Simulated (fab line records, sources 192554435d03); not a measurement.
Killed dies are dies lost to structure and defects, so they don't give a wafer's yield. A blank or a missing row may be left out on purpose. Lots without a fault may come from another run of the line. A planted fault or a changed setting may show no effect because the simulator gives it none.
fab line records | flow n5_finfet
record lots=5 wafers=15 last_day=17
route steps=1938 shown BEOL_M14@1723
lots that met no fault: from a run of the same line without faults
start_h: hours from the record's first day to the start of the lot's first wafer shown | wait_h: hours since the lot's step before | " the same as in the row above | L1.1+2: a row that stands for several wafers | - no value, or no start given | * or withheld: withheld | < > ~ a bound
route shown NAME@n: a module of which the file shows steps, and the number in the route of the first | usual: mean/standard deviation of fault-free wafers | same: alike in all rows | chamber/n: place in a boat | sites: the reading at each site | _std_site: their standard deviation | _edge_site: outer sites' mean less inner sites' | radius_mm: how far each site lies from the wafer's centre | mask NAME#n: copy n | behind: the tool/chamber that last shaped the wafer | hold: why the lot was held/for how many hours/how that ended | device: the transistor (n, p or np) that didn't switch | end of line: the same wafers' tests at the end of the route | a step without rows: its recipe alone | killed: dies lost to structure and defects at the first sort, not the wafer's yield | map: a wafer's dies, x killed, . not, _ none there
set.NAME: the setting as run; set.NAME@STEP: as run at that earlier step | model.NAME: the simulator's own value behind a step, which no gauge read
lots at some steps of the route; a table a step, a row a wafer
services: from which hour (start_h, from the record's first day; less than 0 if before it) a tool's chamber was out of use, for how many hours, and why
## steps
# step N5_BEOL_M14_PEB_08
# recipe peb_temp_c=130 peb_time_s=90
# columns lot.wafer tool chamber start_h wait_h
L079.1+5+6 litho_track-04 0 287.21 0.1
L080.1+3+5 litho_track-04 0 287.75 0.1
L088.4+5+6 litho_track-02 0 342.14 0.0
L095.2+5+6 litho_track-02 0 377.60 0.0
L096.2+5+6 litho_track-04 0 380.88 0.0
# step N5_BEOL_M14_DEVELOP_09
# recipe develop_time_s=45 rinse_liquid=diw dry=air_spin dev_temp_c=21
# columns lot.wafer tool chamber start_h wait_h
L079.1+5+6 litho_track-04 0 - -
L080.1+3+5 litho_track-04 0 - -
L088.4+5+6 litho_track-02 0 - -
L095.2+5+6 litho_track-02 0 - -
L096.2+5+6 litho_track-04 0 - -
# step N5_BEOL_M14_HARDBAKE_14
# recipe temp_c=130 time_s=120
# columns lot.wafer tool chamber start_h wait_h
L079.1+5+6 litho_track-04 0 - -
L080.1+3+5 litho_track-04 0 - -
L088.4+5+6 litho_track-02 0 - -
L095.2+5+6 litho_track-02 0 - -
L096.2+5+6 litho_track-04 0 - -
# step N5_BEOL_M14_CD_MEAS_10
# recipe target_cd_nm=250 landing_energy_ev=500 detector=se_inlens polarity=opening
# usual cd_nm=250.0/1.6
# columns lot.wafer tool chamber start_h wait_h cd_nm
L079.1 cd_sem-01 0 287.32 - 249.6
L079.5 " 0 " " 252.8
L079.6 " 0 " " 252.7
L080.1 cd_sem-01 0 287.86 - 251.0
L080.3 " 0 " " 248.0
L080.5 " 0 " " 248.4
L088.4 cd_sem-02 0 342.25 - 249.7
L088.5 " 0 " " 251.9
L088.6 " 0 " " 248.6
L095.2 cd_sem-03 0 377.72 - 250.7
L095.5 " 0 " " 249.5
L095.6 " 0 " " 249.8
L096.2 cd_sem-01 0 381.00 - 249.2
L096.5 " 0 " " 248.2
L096.6 " 0 " " 247.6
# step N5_BEOL_M14_OVL_MEAS_11
# recipe points_per_wafer=44
# usual V13_OVL=1/5.3
# columns lot.wafer tool chamber start_h wait_h V13_OVL[nm]
L079.1 overlay-01 0 287.36 0.0 -2
L079.5 " 0 " " -9
L079.6 " 0 " " -8
L080.1 overlay-02 0 287.89 0.0 0
L080.3 " 0 " " 2
L080.5 " 0 " " 0
L088.4 overlay-02 0 342.28 0.0 -5
L088.5 " 0 " " -7
L088.6 " 0 " " -4
L095.2 overlay-01 0 377.75 0.0 -4
L095.5 " 0 " " -4
L095.6 " 0 " " -6
L096.2 overlay-01 0 381.03 0.0 -6
L096.5 " 0 " " 0
L096.6 " 0 " " -2
# step N5_BEOL_M14_INSPECT_12
# recipe mode=adi inspect_instrument=macro
# usual raw_defect_count=2.3/1.6
# columns lot.wafer tool chamber start_h wait_h raw_defect_count
L079.1 defect_inspect-01 - 287.38 0.0 1
L079.5 " - " " 3
L079.6 " - " " 3
L080.1 defect_inspect-01 - 287.92 0.0 2
L080.3 " - " " 2
L080.5 " - " " 2
L088.4 defect_inspect-01 - 342.31 0.0 5
L088.5 " - " " 1
L088.6 " - " " 2
L095.2 defect_inspect-02 - 377.77 0.0 1
L095.5 " - " " 3
L095.6 " - " " 1
L096.2 defect_inspect-01 - 381.05 0.0 1
L096.5 " - " " 4
L096.6 " - " " 1
# step N5_BEOL_M14_DESCUM_15
# recipe chemistry=O2 time_s=7.9 source_power_w=50 bias_power_w=20 pressure_mtorr=20 rf_frequency_hz=2.712e+07 temp_c=40 o2_flow_sccm=225
# usual drypump_motor_current_A=5.6/0.38 oes_product_au=0.79/0.089 rf_vpp_V=243.3/1.3 showerhead_plenum_p_Torr=2.10/0.07 temp_c=40.01/0.11 throttle_valve_pct=20.40/0.24
# columns lot.wafer tool chamber start_h wait_h drypump_motor_current_A oes_product_au rf_hours_counter_h rf_vpp_V showerhead_plenum_p_Torr temp_c throttle_valve_pct
L079.1 rie_diel-03 3 287.41 0.0 5.6 0.76 155 241.5 1.98 39.98 19.91
L079.5 " 1 " " 5.7 0.80 - 244.2 2.09 39.87 20.26
L079.6 " 2 " " 5.0 0.71 - 241.9 2.09 40.16 20.47
L080.1 rie_diel-03 0 287.95 0.0 5.9 0.71 219 243.7 2.16 40.18 20.32
L080.3 " 3 " " 5.7 0.76 155 241.3 1.98 39.91 19.90
L080.5 " 3 " " 5.7 0.76 - 242.4 1.98 39.83 19.91
L088.4 rie_diel-05 3 342.73 0.4 6.5 0.88 - 245.3 2.23 40.08 20.35
L088.5 " 0 " " 5.4 0.70 - 244.3 2.13 40.13 20.83
L088.6 " 2 " " 5.2 0.93 - 244.7 2.14 39.92 20.52
L095.2 rie_diel-03 1 377.89 0.1 5.7 0.76 133 244.7 2.08 40.13 20.29
L095.5 " 1 " " 5.7 0.76 - 243.2 2.08 40.05 20.30
L095.6 " 2 " " 5.0 0.69 - 243.7 2.08 39.99 20.50
L096.2 rie_diel-01 3 381.44 0.4 5.6 0.87 35 241.7 2.05 39.96 20.52
L096.5 " 3 " " 5.6 0.87 - 242.3 2.05 40.15 20.52
L096.6 " 0 " " 5.9 0.79 - 243.5 2.03 40.05 20.44
# step N5_BEOL_M14_ETCH_59
# recipe chemistry=N2/H2 target=BARC target_depth_a=890 overetch_a=267 time_s=67.9 ion_energy_ev=200 pressure_mtorr=30 source_w=840 bias_w=150 n2_flow_sccm=200 h2_flow_sccm=200
# usual drypump_motor_current_A=5.6/0.38 oes_product_au=0.68/0.073 rf_vpp_V=524.0/2.3 showerhead_plenum_p_Torr=2.55/0.073 throttle_valve_pct=17.89/0.25
# columns lot.wafer tool chamber start_h wait_h drypump_motor_current_A oes_product_au rf_hours_counter_h rf_vpp_V showerhead_plenum_p_Torr throttle_valve_pct
L079.1 rie_diel-03 3 287.45 0.0 5.7 0.65 155 519.4 2.45 17.64
L079.5 " 1 " " 5.7 0.68 - 523.6 2.57 17.85
L079.6 " 2 " " 5.0 0.61 - 523.0 2.53 17.89
L080.1 rie_diel-03 0 287.98 0.0 5.9 0.62 219 526.8 2.62 17.75
L080.3 " 3 " " 5.6 0.65 155 521.5 2.45 17.62
L080.5 " 3 " " 5.7 0.66 - 521.9 2.45 17.64
L088.4 rie_diel-05 3 342.78 0.0 6.5 0.75 - 526.8 2.68 17.62
L088.5 " 0 " " 5.4 0.61 - 525.9 2.61 18.45
L088.6 " 2 " " 5.2 0.81 - 524.8 2.62 18.10
L095.2 rie_diel-03 1 377.92 0.0 5.7 0.66 133 524.7 2.55 17.90
L095.5 " 1 " " 5.7 0.66 - 524.0 2.55 17.91
L095.6 " 2 " " 5.0 0.60 - 524.2 2.52 17.92
L096.2 rie_diel-01 3 381.48 0.0 5.6 0.75 35 523.2 2.49 17.93
L096.5 " 3 " " 5.5 0.74 - 520.9 2.49 17.91
L096.6 " 0 " " 5.9 0.68 - 522.0 2.48 17.96
# step N5_BEOL_M14_VIA_ETCH_16
# recipe chemistry=C4F8/O2/Ar target=SiO2 he_inner_torr=15 he_outer_torr=30 target_depth_a=12313 time_s=withheld ion_energy_ev=800 pressure_mtorr=20 source_w=1905 bias_w=2040 Ar_flow_sccm=400 C4F8_flow_sccm=16 O2_flow_sccm=12 ends=cleared
# usual drypump_motor_current_A=5.6/0.38 oes_product_au=0.71/0.081 rf_vpp_V=2232/48 showerhead_plenum_p_Torr=3.44/0.11 throttle_valve_pct=30.8/0.31
# columns lot.wafer tool chamber start_h wait_h drypump_motor_current_A oes_product_au rf_vpp_V showerhead_plenum_p_Torr throttle_valve_pct
L079.1 rie_diel-03 3 287.50 0.0 5.7 0.69 2151 3.28 30.3
L079.5 " 1 " " 5.7 0.72 2254 3.44 30.6
L079.6 " 2 " " 5.0 0.64 2219 3.40 30.7
L080.1 rie_diel-03 0 288.04 0.0 5.9 0.64 2255 3.54 30.7
L080.3 " 3 " " 5.7 0.69 2150 3.28 30.3
L080.5 " 3 " " 5.7 0.69 2149 3.28 30.3
L088.4 rie_diel-05 3 342.89 0.1 6.5 0.79 2277 3.66 31.0
L088.5 " 0 " " 5.4 0.64 2256 3.51 31.3
L088.6 " 2 " " 5.2 0.83 2295 3.51 31.1
L095.2 rie_diel-03 1 377.97 0.0 5.6 0.69 2253 3.42 30.7
L095.5 " 1 " " 5.7 0.69 2251 3.42 30.6
L095.6 " 2 " " 5.0 0.61 2218 3.38 30.7
L096.2 rie_diel-01 3 381.53 0.0 5.6 0.80 2171 3.39 31.2
L096.5 " 3 " " 5.6 0.79 2171 3.39 31.2
L096.6 " 0 " " 5.9 0.72 2186 3.34 30.9
# step N5_BEOL_M14_STRIP_63
# recipe chemistry=O2 power_w=600 temp_c=60 pressure_mtorr=30 rf_frequency_hz=6e+07 bias_power_w=0 overash_fraction=0.3 o2_flow_sccm=225
# usual drypump_motor_current_A=5.6/0.38 oes_product_au=0.79/0.088 rf_vpp_V=3.7/0.9 showerhead_plenum_p_Torr=2.10/0.07 temp_c=59.99/0.12 throttle_valve_pct=16.64/0.22
# columns lot.wafer tool chamber start_h wait_h drypump_motor_current_A oes_product_au rf_hours_counter_h rf_vpp_V showerhead_plenum_p_Torr temp_c throttle_valve_pct
L079.1 rie_diel-03 3 - - 5.6 0.75 155 4.9 1.98 59.86 16.24
L079.5 " 1 " " 5.6 0.81 - 3.8 2.10 59.97 16.47
L079.6 " 2 " " 5.0 0.70 - 4.1 2.09 60.11 16.69
L080.1 rie_diel-03 0 - - 5.9 0.72 219 2.3 2.16 60.03 16.59
L080.3 " 3 " " 5.6 0.75 156 4.7 1.98 59.97 16.26
L080.5 " 3 " " 5.6 0.77 - 3.2 1.98 59.91 16.24
L088.4 rie_diel-05 3 - - 6.5 0.87 - 5.1 2.23 59.89 16.56
L088.5 " 0 " " 5.4 0.70 - 2.6 2.14 59.92 17.06
L088.6 " 2 " " 5.2 0.93 - 3.3 2.14 59.98 16.69
L095.2 rie_diel-03 1 - - 5.7 0.78 133 3.0 2.09 60.00 16.57
L095.5 " 1 " " 5.7 0.78 - 5.5 2.09 59.94 16.59
L095.6 " 2 " " 5.0 0.69 - 2.9 2.08 59.94 16.78
L096.2 rie_diel-01 3 - - 5.6 0.88 36 3.8 2.06 59.96 16.70
L096.5 " 3 " " 5.6 0.88 - 4.4 2.06 60.11 16.72
L096.6 " 0 " " 5.9 0.79 - 3.6 2.03 59.95 16.68
# step N5_BEOL_M14_STRIP_64
# recipe chemistry=O2 power_w=600 temp_c=60 pressure_mtorr=30 rf_frequency_hz=6e+07 bias_power_w=0 overash_fraction=0.3 o2_flow_sccm=225
# usual drypump_motor_current_A=5.6/0.38 oes_product_au=0.79/0.088 rf_vpp_V=3.6/0.51 showerhead_plenum_p_Torr=2.10/0.07 temp_c=59.99/0.12 throttle_valve_pct=16.64/0.22
# columns lot.wafer tool chamber start_h wait_h drypump_motor_current_A oes_product_au rf_hours_counter_h rf_vpp_V showerhead_plenum_p_Torr temp_c throttle_valve_pct
L079.1 rie_diel-03 3 - - 5.7 0.75 155 2.8 1.98 60.09 16.25
L079.5 " 1 " " 5.7 0.79 - 3.4 2.10 60.05 16.50
L079.6 " 2 " " 5.0 0.71 - 4.0 2.09 60.06 16.71
L080.1 rie_diel-03 0 - - 5.9 0.71 219 3.3 2.16 60.02 16.61
L080.3 " 3 " " 5.7 0.76 156 3.7 1.98 59.96 16.24
L080.5 " 3 " " 5.7 0.77 - 3.6 1.98 59.98 16.24
L088.4 rie_diel-05 3 - - 6.4 0.87 - 3.7 2.23 60.08 16.56
L088.5 " 0 " " 5.4 0.70 - 3.6 2.14 60.01 17.08
L088.6 " 2 " " 5.2 0.94 - 3.8 2.14 60.08 16.67
L095.2 rie_diel-03 1 - - 5.7 0.77 133 4.5 2.09 60.03 16.56
L095.5 " 1 " " 5.7 0.77 - 4.1 2.09 60.21 16.55
L095.6 " 2 " " 5.0 0.70 - 3.3 2.08 59.87 16.76
L096.2 rie_diel-01 3 - - 5.5 0.87 36 3.6 2.06 60.13 16.72
L096.5 " 3 " " 5.5 0.87 - 3.3 2.06 59.97 16.69
L096.6 " 0 " " 5.9 0.80 - 3.0 2.03 60.22 16.67
# step N5_BEOL_M14_STRIP_71
# recipe chemistry=post_etch_residue_remover time_s=60 temp_c=25 remover_ph=withheld remover_water_wt_pct=withheld remover_fluoride_wt_pct=withheld
# usual temp_c=24.99/0.098
# columns lot.wafer tool chamber start_h wait_h temp_c
L079.1 wet_bench-01 2 287.79 - 25.12
L079.5 " 7 " " 25.00
L079.6 " 1 " " 24.85
L080.1 wet_bench-01 7 288.33 - 24.91
L080.3 " 0 " " 24.99
L080.5 " 1 " " 24.99
L088.4 wet_bench-05 3 343.32 - 24.97
L088.5 " 2 " " 25.07
L088.6 " 4 " " 24.95
L095.2 wet_bench-04 3 378.26 - 25.04
L095.5 " 7 " " 25.09
L095.6 " 2 " " 24.83
L096.2 wet_bench-01 7 381.82 - 24.99
L096.5 " 4 " " 24.96
L096.6 " 0 " " 25.00
# step N5_BEOL_M14_SRD_72
# recipe time_s=30 temp_c=23 rinse_liquid=diw dry=n2_spin spin_rpm=1500 dry_time_s=30
# usual bath_heat_duty_pct=3.7/0.62 temp_c=22.99/0.11
# columns lot.wafer tool chamber start_h wait_h bath_heat_duty_pct temp_c
L079.1 wet_bench-01 2 287.83 0.0 2.6 22.92
L079.5 " 7 " " 3.9 23.10
L079.6 " 1 " " 3.2 23.11
L080.1 wet_bench-01 7 288.36 0.0 4.3 22.88
L080.3 " 0 " " 3.8 23.13
L080.5 " 1 " " 3.2 23.07
L088.4 wet_bench-05 3 343.34 0.0 3.9 23.00
L088.5 " 2 " " 3.1 23.01
L088.6 " 4 " " 3.7 22.76
L095.2 wet_bench-04 3 378.29 0.0 4.5 23.03
L095.5 " 7 " " 3.9 22.92
L095.6 " 2 " " 3.8 22.75
L096.2 wet_bench-01 7 381.84 0.0 4.3 22.80
L096.5 " 4 " " 5.0 22.96
L096.6 " 0 " " 3.8 22.93
# step N5_BEOL_M14_CD_MEAS_17
# recipe target_cd_nm=250 polarity=opening
# usual cd_nm=251.0/2
# columns lot.wafer tool chamber start_h wait_h cd_nm
L079.1 cd_sem-03 - 287.88 0.0 251.0
L079.5 " - " " 253.4
L079.6 " - " " 253.6
L080.1 cd_sem-02 - 288.42 0.0 251.3
L080.3 " - " " 248.0
L080.5 " - " " 249.5
L088.4 cd_sem-02 - 343.39 0.0 251.4
L088.5 " - " " 252.2
L088.6 " - " " 249.9
L095.2 cd_sem-01 - 378.33 0.0 253.2
L095.5 " - " " 252.3
L095.6 " - " " 251.5
L096.2 cd_sem-02 - 381.88 0.0 250.4
L096.5 " - " " 249.7
L096.6 " - " " 248.5
# step N5_BEOL_M14_COAT_65
# recipe resist=SOC temp_c=250 time_s=60 spin_rpm=1500 resist_thk_nm=450
# usual dispense_pressure_kPa=51/6.7
# columns lot.wafer tool chamber start_h wait_h dispense_pressure_kPa
L079.1 litho_track-04 0 287.92 0.0 56
L079.5 " 0 " " 56
L079.6 " 0 " " 56
L080.1 litho_track-04 0 288.46 0.0 56
L080.3 " 0 " " 56
L080.5 " 0 " " 56
L088.4 litho_track-04 0 343.42 0.0 56
L088.5 " 0 " " 56
L088.6 " 0 " " 56
L095.2 litho_track-01 0 378.37 0.0 41
L095.5 " 0 " " 41
L095.6 " 0 " " 41
L096.2 litho_track-02 0 381.91 0.0 55
L096.5 " 0 " " 55
L096.6 " 0 " " 55
# step N5_BEOL_M14_COAT_66
# recipe resist=SiARC temp_c=220 time_s=60 spin_rpm=1500 resist_thk_nm=110
# usual dispense_pressure_kPa=51/6.7
# columns lot.wafer tool chamber start_h wait_h dispense_pressure_kPa
L079.1 litho_track-04 0 - - 56
L079.5 " 0 " " 56
L079.6 " 0 " " 56
L080.1 litho_track-04 0 - - 56
L080.3 " 0 " " 56
L080.5 " 0 " " 56
L088.4 litho_track-04 0 - - 56
L088.5 " 0 " " 56
L088.6 " 0 " " 56
L095.2 litho_track-01 0 - - 41
L095.5 " 0 " " 41
L095.6 " 0 " " 41
L096.2 litho_track-02 0 - - 55
L096.5 " 0 " " 55
L096.6 " 0 " " 55
# step N5_BEOL_M14_COAT_22
# recipe spin_rpm=2888 resist_thk_nm=300
# usual dispense_pressure_kPa=51/6.7
# columns lot.wafer tool chamber start_h wait_h dispense_pressure_kPa
L079.1 litho_track-04 0 - - 56
L079.5 " 0 " " 56
L079.6 " 0 " " 56
L080.1 litho_track-04 0 - - 56
L080.3 " 0 " " 56
L080.5 " 0 " " 56
L088.4 litho_track-04 0 - - 56
L088.5 " 0 " " 56
L088.6 " 0 " " 56
L095.2 litho_track-01 0 - - 41
L095.5 " 0 " " 41
L095.6 " 0 " " 41
L096.2 litho_track-02 0 - - 55
L096.5 " 0 " " 55
L096.6 " 0 " " 55
# step N5_BEOL_M14_EBR_24
# recipe solvent=PGMEA ebr_width_mm=1.5
# same ebr_width_mm=1.5
# columns lot.wafer tool chamber start_h wait_h
L079.1+5+6 litho_track-04 0 - -
L080.1+3+5 litho_track-04 0 - -
L088.4+5+6 litho_track-04 0 - -
L095.2+5+6 litho_track-01 0 - -
L096.2+5+6 litho_track-02 0 - -
# step N5_BEOL_M14_SOFTBAKE_23
# recipe temp_c=130 time_s=60
# columns lot.wafer tool chamber start_h wait_h
L079.1+5+6 litho_track-04 0 - -
L080.1+3+5 litho_track-04 0 - -
L088.4+5+6 litho_track-04 0 - -
L095.2+5+6 litho_track-01 0 - -
L096.2+5+6 litho_track-02 0 - -
# step N5_BEOL_M14_EXPOSE_25
# recipe mask_id=M14 na=0.8 source_shape=annular sigma_inner=0.5 sigma_outer=0.8 polarization=unpolarized target_cd_nm=280 dose_mj=26.6
# usual stage_vel_mm_s=500.02/0.28
# same na=0.8
# columns lot.wafer tool chamber start_h wait_h mask stage_vel_mm_s
L079.1 krf_scanner-02 0 288.04 - M14#0 500.07
L079.5 " 0 " " M14#0 499.84
L079.6 " 0 " " M14#0 500.04
L080.1 krf_scanner-02 0 288.57 - M14#0 499.99
L080.3 " 0 " " M14#0 500.35
L080.5 " 0 " " M14#0 499.81
L088.4 krf_scanner-02 0 343.68 - M14#0 500.08
L088.5 " 0 " " M14#0 500.20
L088.6 " 0 " " M14#0 500.16
L095.2 krf_scanner-01 0 378.49 - M14#0 499.73
L095.5 " 0 " " M14#0 500.06
L095.6 " 0 " " M14#0 500.33
L096.2 krf_scanner-02 0 382.16 - M14#0 500.14
L096.5 " 0 " " M14#0 500.21
L096.6 " 0 " " M14#0 500.43
# step N5_BEOL_M14_PEB_26
# recipe peb_temp_c=130 peb_time_s=90
# columns lot.wafer tool chamber start_h wait_h
L079.1+5+6 litho_track-04 0 288.10 0.1
L080.1+3+5 litho_track-04 0 288.63 0.1
L088.4+5+6 litho_track-04 0 343.72 0.0
L095.2+5+6 litho_track-02 0 378.54 0.0
L096.2+5+6 litho_track-01 0 382.22 0.0
# step N5_BEOL_M14_DEVELOP_27
# recipe develop_time_s=45 rinse_liquid=diw dry=air_spin dev_temp_c=21
# columns lot.wafer tool chamber start_h wait_h
L079.1+5+6 litho_track-04 0 - -
L080.1+3+5 litho_track-04 0 - -
L088.4+5+6 litho_track-04 0 - -
L095.2+5+6 litho_track-02 0 - -
L096.2+5+6 litho_track-01 0 - -
# step N5_BEOL_M14_HARDBAKE_32
# recipe temp_c=130 time_s=120
# columns lot.wafer tool chamber start_h wait_h
L079.1+5+6 litho_track-04 0 - -
L080.1+3+5 litho_track-04 0 - -
L088.4+5+6 litho_track-04 0 - -
L095.2+5+6 litho_track-02 0 - -
L096.2+5+6 litho_track-01 0 - -
# step N5_BEOL_M14_CD_MEAS_28
# recipe target_cd_nm=284.4 landing_energy_ev=500 detector=se_inlens
# usual cd_nm=284.6/1.9
# columns lot.wafer tool chamber start_h wait_h cd_nm
L079.1 cd_sem-01 0 288.21 - 284.3
L079.5 " 0 " " 284.2
L079.6 " 0 " " 284.7
L080.1 cd_sem-03 0 288.75 - 282.9
L080.3 " 0 " " 282.3
L080.5 " 0 " " 284.4
L088.4 cd_sem-01 0 343.84 - 282.2
L088.5 " 0 " " 285.0
L088.6 " 0 " " 284.2
L095.2 cd_sem-02 0 378.66 - 282.1
L095.5 " 0 " " 283.5
L095.6 " 0 " " 282.5
L096.2 cd_sem-02 0 382.33 - 284.2
L096.5 " 0 " " 285.5
L096.6 " 0 " " 287.5
# step N5_BEOL_M14_OVL_MEAS_29
# recipe points_per_wafer=44
# usual M14_OVL=6/6
# columns lot.wafer tool chamber start_h wait_h M14_OVL[nm]
L079.1 overlay-02 0 288.24 0.0 -4
L079.5 " 0 " " 3
L079.6 " 0 " " 8
L080.1 overlay-02 0 288.78 0.0 11
L080.3 " 0 " " 6
L080.5 " 0 " " 0
L088.4 overlay-02 0 343.87 0.0 6
L088.5 " 0 " " 2
L088.6 " 0 " " 13
L095.2 overlay-01 0 378.72 0.1 10
L095.5 " 0 " " 0
L095.6 " 0 " " 10
L096.2 overlay-01 0 382.36 0.0 2
L096.5 " 0 " " 12
L096.6 " 0 " " 4
# step N5_BEOL_M14_INSPECT_30
# recipe mode=adi inspect_instrument=macro
# usual raw_defect_count=1.9/1.4
# columns lot.wafer tool chamber start_h wait_h raw_defect_count
L079.1 defect_inspect-02 - 288.26 0.0 3
L079.5 " - " " 0
L079.6 " - " " 3
L080.1 defect_inspect-02 - 288.94 0.2 1
L080.3 " - " " 1
L080.5 " - " " 0
L088.4 defect_inspect-02 - 343.89 0.0 1
L088.5 " - " " 3
L088.6 " - " " 2
L095.2 defect_inspect-01 - 378.75 0.0 5
L095.5 " - " " 2
L095.6 " - " " 3
L096.2 defect_inspect-02 - 382.39 0.0 2
L096.5 " - " " 0
L096.6 " - " " 1
# step N5_BEOL_M14_DESCUM_33
# recipe chemistry=O2 time_s=7.9 source_power_w=50 bias_power_w=20 pressure_mtorr=20 rf_frequency_hz=2.712e+07 temp_c=40 o2_flow_sccm=225
# usual drypump_motor_current_A=5.7/0.35 oes_product_au=0.80/0.086 rf_vpp_V=243.2/1.2 showerhead_plenum_p_Torr=2.09/0.066 temp_c=40.01/0.11 throttle_valve_pct=20.37/0.21
# columns lot.wafer tool chamber start_h wait_h drypump_motor_current_A oes_product_au rf_hours_counter_h rf_vpp_V showerhead_plenum_p_Torr temp_c throttle_valve_pct
L079.1 rie_diel-01 2 288.30 0.0 5.7 0.88 27 242.5 2.05 39.99 20.55
L079.5 " 2 " " 5.7 0.88 - 242.1 2.05 40.02 20.55
L079.6 " 1 " " 5.8 0.68 - 244.3 2.07 40.08 20.22
L080.1 rie_diel-01 2 288.98 0.0 5.8 0.89 28 242.0 2.05 40.14 20.57
L080.3 " 1 " " 5.8 0.68 243 243.9 2.07 39.79 20.20
L080.5 " 1 " " 5.8 0.68 - 244.0 2.07 39.72 20.21
L088.4 rie_diel-05 0 344.02 0.1 5.4 0.71 - 244.8 2.13 39.98 20.84
L088.5 " 3 " " 6.5 0.88 - 244.8 2.23 40.09 20.37
L088.6 " 2 " " 5.2 0.93 - 243.1 2.14 39.90 20.54
L095.2 rie_diel-03 1 378.78 0.0 5.7 0.77 133 242.5 2.08 39.78 20.29
L095.5 " 2 " " 5.0 0.70 - 241.6 2.08 39.98 20.51
L095.6 " 3 " " 5.6 0.73 - 240.8 1.97 40.03 19.94
L096.2 rie_diel-05 2 382.42 0.0 5.2 0.89 33 242.5 2.13 40.03 20.56
L096.5 " 2 " " 5.2 0.89 - 243.5 2.13 40.00 20.56
L096.6 " 3 " " 6.5 0.85 - 245.7 2.22 39.96 20.40
# step N5_BEOL_M14_ETCH_67
# recipe chemistry=CF4 target=SiARC target_depth_a=1430 time_s=238.3 ion_energy_ev=80 pressure_mtorr=40 source_w=545 bias_w=36 Ar_flow_sccm=100 cf4_flow_sccm=100 ends=cleared
# usual drypump_motor_current_A=5.7/0.36 etch_rf_on_time_s=238/6.8 oes_product_au=0.68/0.077 rf_vpp_V=184.2/0.98 showerhead_plenum_p_Torr=2.14/0.064 throttle_valve_pct=15.56/0.15
# columns lot.wafer tool chamber start_h wait_h drypump_motor_current_A etch_rf_on_time_s oes_product_au rf_hours_counter_h rf_vpp_V showerhead_plenum_p_Torr throttle_valve_pct
L079.1 rie_diel-01 2 288.33 0.0 5.7 226 0.78 27 183.6 2.09 15.66
L079.5 " 2 " " 5.7 228 0.77 - 183.6 2.09 15.64
L079.6 " 1 " " 5.8 240 0.58 - 184.5 2.12 15.48
L080.1 rie_diel-01 2 289.02 0.0 5.7 227 0.76 28 183.5 2.09 15.63
L080.3 " 1 " " 5.8 242 0.58 243 183.6 2.12 15.47
L080.5 " 1 " " 5.7 244 0.57 - 184.4 2.12 15.46
L088.4 rie_diel-05 0 344.11 0.1 5.4 235 0.61 - 184.3 2.19 16.05
L088.5 " 3 " " 6.5 232 0.74 - 185.3 2.27 15.49
L088.6 " 2 " " 5.2 248 0.79 - 184.1 2.19 15.62
L095.2 rie_diel-03 1 378.82 0.0 5.7 240 0.66 133 183.5 2.13 15.51
L095.5 " 2 " " 5.0 240 0.59 - 184.5 2.11 15.64
L095.6 " 3 " " 5.7 233 0.64 - 184.3 2.04 15.39
L096.2 rie_diel-05 2 382.46 0.0 5.2 252 0.75 33 185.2 2.19 15.67
L096.5 " 2 " " 5.2 249 0.76 - 184.0 2.19 15.65
L096.6 " 3 " " 6.5 236 0.73 - 185.1 2.27 15.53
# step N5_BEOL_M14_ETCH_68
# recipe chemistry=N2/H2 target=SOC mask_material=SiARC source_w=3000 bias_w=350 temp_c=40 time_s=450 ion_energy_ev=200 pressure_mtorr=30 n2_flow_sccm=200 h2_flow_sccm=200
# usual drypump_motor_current_A=5.7/0.36 oes_product_au=0.80/0.088 rf_vpp_V=523.9/2.2 showerhead_plenum_p_Torr=2.55/0.069 temp_c=40.00/0.12 throttle_valve_pct=17.75/0.2
# columns lot.wafer tool chamber start_h wait_h drypump_motor_current_A oes_product_au rf_hours_counter_h rf_vpp_V showerhead_plenum_p_Torr temp_c throttle_valve_pct
L079.1 rie_diel-01 2 288.48 0.1 5.7 0.88 28 523.5 2.49 39.90 17.86
L079.5 " 2 " " 5.7 0.88 - 522.5 2.49 39.84 17.86
L079.6 " 1 " " 5.8 0.68 - 522.5 2.50 39.79 17.49
L080.1 rie_diel-01 2 289.16 0.1 5.8 0.88 28 522.8 2.49 39.85 17.87
L080.3 " 1 " " 5.8 0.68 244 522.2 2.50 39.98 17.48
L080.5 " 1 " " 5.7 0.68 - 522.3 2.50 39.97 17.49
L088.4 rie_diel-05 0 344.32 0.1 5.4 0.71 - 525.5 2.61 39.97 18.33
L088.5 " 3 " " 6.5 0.89 - 528.2 2.68 40.11 17.53
L088.6 " 2 " " 5.2 0.93 - 525.0 2.62 39.97 18.02
L095.2 rie_diel-03 1 378.96 0.1 5.7 0.77 134 522.7 2.55 39.97 17.78
L095.5 " 2 " " 5.0 0.69 - 523.7 2.52 40.19 17.82
L095.6 " 3 " " 5.7 0.73 - 520.4 2.43 39.97 17.58
L096.2 rie_diel-05 2 382.60 0.1 5.2 0.89 33 526.0 2.61 40.03 18.04
L096.5 " 2 " " 5.2 0.90 - 526.5 2.61 39.96 18.02
L096.6 " 3 " " 6.5 0.86 - 528.5 2.67 39.93 17.55
# step N5_BEOL_M14_STRIP_69
# recipe chemistry=N2/H2 temp_c=40 n2_flow_sccm=200 h2_flow_sccm=200 rf_frequency_hz=6e+07
# columns lot.wafer tool chamber start_h wait_h
L079.1+5+6 rie_diel-01 2,2,1 288.74 0.1
L080.1+3+5 rie_diel-01 2,1,1 289.43 0.1
L088.4+5+6 rie_diel-05 0,3,2 344.45 0.0
L095.2+5+6 rie_diel-03 1,2,3 379.23 0.1
L096.2+5+6 rie_diel-05 2,2,3 382.87 0.1
## services
# columns tool chamber start_h hours kind
krf_scanner-01 - 266.08 4.4 pm
rie_diel-01 3 271.09 - clean
rie_diel-01 3 271.09 - consumable_replace:focus_ring
rie_diel-01 3 271.09 30.4 scheduled_down
rie_diel-01 3 271.09 30.4 vent_cycle
krf_scanner-02 - 280.22 5.8 repair
rie_diel-05 2 283.91 - clean
krf_scanner-01 - 284.82 10.3 repair
rie_diel-03 - 296.94 2.7 repair
krf_scanner-01 - 300.54 3.4 repair
rie_diel-03 - 300.72 0.3 repair
krf_scanner-01 - 309.00 1.3 pm
rie_diel-01 1 309.69 18.4 repair
wet_bench-01 - 322.77 2.0 repair
rie_diel-05 1 326.19 19.6 repair
wet_bench-01 - 332.62 4.4 pm
wet_bench-04 - 341.99 6.6 repair
krf_scanner-02 - 348.56 1.3 pm
krf_scanner-02 - 358.39 1.0 pm
rie_diel-05 1 362.00 2.8 repair
rie_diel-03 0 371.91 - clean
rie_diel-03 0 371.91 - consumable_replace:focus_ring
rie_diel-03 0 371.91 19.3 scheduled_down
rie_diel-03 0 371.91 19.3 vent_cycle
## key
fault none
